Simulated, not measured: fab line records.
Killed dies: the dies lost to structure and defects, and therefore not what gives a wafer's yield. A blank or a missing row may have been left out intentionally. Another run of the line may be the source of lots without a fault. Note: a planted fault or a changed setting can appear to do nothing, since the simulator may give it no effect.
Matching of chambers + flow n5-finfet + 4 sister chambers for N5_BEOL_M6_ALD_77 on ald-metal-02
The step deposits TaN, target thk 2 nm, pulse time 2 s, purge time 3 s. 4 wafers are shown with their chamber, then 7 later ones without.

## WAFERS WITH THEIR CHAMBER
| wafer  | chamber | heater-power-w (W) |
|--------|---------|--------------------|
| L081.6 | 3       | 502                |
| L082.6 | 2       | 470                |
| L087.1 | 1       | 393                |
| L087.3 | 0       | 459                |

## WAFERS MISSING THEIR CHAMBER
| wafer  | heater-power-w (W) |
|--------|--------------------|
| L087.4 | 468                |
| L089.1 | 472                |
| L089.2 | 499                |
| L089.6 | 453                |
| L091.2 | 463                |
| L091.4 | 403                |
| L091.5 | 471                |

## EACH ONE'S CHAMBER
| wafer  | from the rows above     | in truth                   |
|--------|-------------------------|----------------------------|
| L087.4 | can't be placed: 2 or 0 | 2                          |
| L089.1 | 2                       | 2                          |
| L089.2 | 3                       | 3                          |
| L089.6 | 0                       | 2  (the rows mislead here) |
| L091.2 | can't be placed: 0 or 2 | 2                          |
| L091.4 | 1                       | 1                          |
| L091.5 | 2                       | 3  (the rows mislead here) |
3 of 7 placed correctly. From these rows, 2 cannot be placed; in 2 the true chamber is one of the candidates. Number placed wrongly: 2.
How it was worked out, from the rows above alone: a wafer's distance from a chamber is the root of the sum, over the readings, of the square of ((its reading less the chamber's mean) divided by the reading's scatter). The wafer belongs to the nearest chamber; if the next one is less than 2 further off, it can't be placed. The mean given for a chamber averages the wafers shown for that chamber. The scatter: root of mean squared gap, hidden wafer to nearest shown wafer, with one shown wafer a chamber.
